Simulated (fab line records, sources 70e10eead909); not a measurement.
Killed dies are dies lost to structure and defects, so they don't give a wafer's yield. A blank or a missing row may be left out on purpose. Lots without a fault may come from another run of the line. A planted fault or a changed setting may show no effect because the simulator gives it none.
Chamber matching | flow nand_harc | NHARC_P_CONTACT_DESCUM_17 on rie_diel-08: 4 sister chambers
The step chemistry O2, time 3 s. 24 wafers are shown with their chamber, then 12 later ones without.

WAFERS WITH THEIR CHAMBER
wafer  | chamber | drypump_motor_current_A (A) | oes_product_au (a.u.) | throttle_valve_pct (%)
L076.1 | 3       | 5.5                         | 0.972                 | 11.315
L076.3 | 1       | 5.7                         | 0.983                 | 11.320
L076.6 | 3       | 5.5                         | 0.976                 | 11.325
L077.1 | 2       | 5.2                         | 1.004                 | 11.318
L077.5 | 1       | 5.7                         | 0.988                 | 11.319
L077.6 | 0       | 5.8                         | 0.999                 | 11.313
L079.2 | 1       | 5.7                         | 0.983                 | 11.319
L079.3 | 3       | 5.5                         | 0.983                 | 11.333
L079.5 | 2       | 5.2                         | 0.995                 | 11.308
L085.1 | 2       | 5.2                         | 1.017                 | 11.308
L085.4 | 0       | 5.8                         | 0.988                 | 11.308
L085.6 | 0       | 5.8                         | 0.987                 | 11.316
L086.1 | 1       | 5.7                         | 0.987                 | 11.312
L086.2 | 0       | 5.8                         | 0.982                 | 11.297
L086.6 | 2       | 5.2                         | 1.011                 | 11.298
L088.1 | 3       | 5.5                         | 1.006                 | 11.303
L088.2 | 2       | 5.3                         | 1.026                 | 11.312
L088.4 | 3       | 5.5                         | 0.999                 | 11.307
L089.2 | 0       | 5.8                         | 0.998                 | 11.305
L089.3 | 3       | 5.5                         | 0.988                 | 11.311
L089.6 | 3       | 5.5                         | 0.996                 | 11.312
L091.1 | 3       | 5.5                         | 0.992                 | 11.324
L091.4 | 0       | 5.8                         | 0.989                 | 11.328
L091.6 | 2       | 5.3                         | 1.006                 | 11.298

SIGNATURES (means of the wafers above)
reading                 | chamber 0 | chamber 1 | chamber 2 | chamber 3 | scatter within a chamber
drypump_motor_current_A | 5.800     | 5.700     | 5.233     | 5.500     | 0.0258
oes_product_au          | 0.99050   | 0.98525   | 1.00983   | 0.98900   | 0.0094
throttle_valve_pct      | 11.31117  | 11.31750  | 11.30700  | 11.31625  | 0.00904
Rule: a wafer's distance from a chamber is the root of the sum, over the readings, of the square of ((its reading less the chamber's mean) divided by the reading's scatter). The wafer belongs to the nearest chamber; if the next one is less than 2 further off, it can't be placed. The scatter: the root of (the sum of the squares of (reading less its chamber's mean) over the shown wafers, divided by (wafers less chambers)).

WAFERS WITHOUT THEIR CHAMBER
wafer  | drypump_motor_current_A (A) | oes_product_au (a.u.) | throttle_valve_pct (%)
L092.2 | 5.7                         | 0.990                 | 11.304
L092.3 | 5.5                         | 1.013                 | 11.325
L092.5 | 5.7                         | 0.990                 | 11.318
L094.1 | 5.7                         | 0.983                 | 11.312
L094.3 | 5.2                         | 0.995                 | 11.299
L094.5 | 5.3                         | 1.004                 | 11.310
L096.1 | 5.7                         | 0.986                 | 11.288
L096.4 | 5.3                         | 1.015                 | 11.311
L096.5 | 5.7                         | 0.989                 | 11.298
L097.2 | 5.3                         | 1.007                 | 11.304
L097.3 | 5.7                         | 0.988                 | 11.308
L097.6 | 5.7                         | 0.992                 | 11.314

WHICH CHAMBER EACH WENT THROUGH
wafer  | from the rows above     | in truth
L092.2 | 1                       | 1
L092.3 | 3                       | 3
L092.5 | 1                       | 1
L094.1 | 1                       | 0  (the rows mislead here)
L094.3 | 2                       | 2
L094.5 | 2                       | 2
L096.1 | can't be placed: 1 or 0 | 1
L096.4 | 2                       | 2
L096.5 | can't be placed: 1 or 0 | 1
L097.2 | 2                       | 2
L097.3 | 1                       | 1
L097.6 | 1                       | 1
Placed correctly: 9 of 12. Can't be placed from these rows: 2 (the true chamber is among the candidates in 2). Placed wrongly: 1.
